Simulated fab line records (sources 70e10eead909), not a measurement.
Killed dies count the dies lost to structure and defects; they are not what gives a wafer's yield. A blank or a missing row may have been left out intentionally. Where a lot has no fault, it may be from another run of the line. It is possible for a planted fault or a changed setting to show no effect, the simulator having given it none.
Code-filled problem report in 8D (eight disciplines) form | flow nand_harc | the parts of the form that need people (team, actions taken, sign-off) are left out

## 1. THE ISSUE
Mean of raw_defect_count at NHARC_P_M0_INSPECT_27: 1305 over 3 wafers from 1 lot, against 292 (standard deviation 110) on wafers with no fault. That is +9.2 standard deviations from the usual mean.
First observed at day 13 19:16: wafer L114.1, on defect_inspect-02. The record holds 33 wafers of 11 lots with a number at this step. Rule for "out", or "out of limits": more than 4 standard deviations from the usual mean. The rest of the wafers with a number are treated as sound.

## 2. WHAT IT IS; WHAT IT IS NOT
question                    | is                     | is not
which readings at this step | raw_defect_count       | -
which lots                  | L114                   | L107, L108, L110, L116, L117, L118, L119, L120, L997, L998
which wafers of those lots  | all that have a number | -
read on which gauges        | defect_inspect-02      | defect_inspect-01
when                        | from day 13 19:16      | up to then (15 sound wafers); but 15 sound wafers of L116, L117, L118, L119, L120 came after

## 3. WHAT RULES OUT EACH SUSPECT
Counting: a tool stays on the suspect list if, at a process step up to the reading, it processed all lots that are out and no sound lot following the first of them.
- the gauge at NHARC_P_M0_INSPECT_27 has been ruled out. All the wafers that are out were read on defect_inspect-02, but those of them that NHARC_P_M1_INSPECT_11 has rows for are out there too, on other tools.
- rie_diel-07 at NHARC_P_M0_DESCUM_14 (chemistry O2, time 3 s): ruled out as a lasting fault. After its first lot that is out, L114 (day 13 16:47), sound lots L118 ran on it.
- rie_diel-07 at NHARC_P_M0_ETCH_34 (etches the open film in N2/H2, target depth 40 nm, overetch 12 nm, time 43.94 s): ruled out as a lasting fault. After its first lot that is out, L114 (day 13 16:53), sound lots L118 ran on it.
- cmp-01 at NHARC_P_M0_CMP_23 (polishes, t overpolish 20 s, target thk 117.54 nm): kept. It ran the lot that is out, L114 (day 13 18:49), and no sound lot after that; its last sound lot up to then is L108 (day 10 19:44).
The count leaves cmp-01 at NHARC_P_M0_CMP_23.

## 4. THE CAUSE (what the simulator had put in)
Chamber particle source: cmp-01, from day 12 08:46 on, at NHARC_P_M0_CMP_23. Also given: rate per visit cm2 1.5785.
The count eliminated every tool but this one.

## 5. THE EFFECT CHAIN, in route order
One row per reading whose mean, taken over the struck wafers that have a number, lies over 3 standard deviations from the usual. Only readings whose record carries a usual standard deviation are examined. hours: median over the lots of the time between each lot's start at the first step of this table that gives one and its start at this step. sigmas: the change, counted in usual standard deviations.
hours | step                  | reading          | usual | on struck wafers | change  | sigmas
0     | NHARC_P_M0_INSPECT_27 | raw_defect_count | 292   | 1305             | +1013   | +9.2
2     | NHARC_P_M1_INSPECT_11 | raw_defect_count | 4.1   | 1031.3           | +1027.2 | +99 or more
Later steps that measure or inspect, where all struck wafers having a row at the step show a number for every such reading and not one has moved that far: NHARC_P_M1_OVL_MEAS_10.

## 6. HOW IT WOULD HAVE BEEN CAUGHT EARLIER
In this record the first reading out of limits at a measuring or inspecting step was taken at day 13 19:16, 34 hours after the fault began at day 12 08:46.
Of the tool readings at NHARC_P_M0_CMP_23 for which the record gives a usual standard deviation, none was out on any struck wafer, so an alarm limit of 4 standard deviations on them would not have fired.
Lots out: 1; all had begun NHARC_P_M0_CMP_23 on cmp-01 by day 13 19:16. Holding the tool at that point would not have protected any of them.
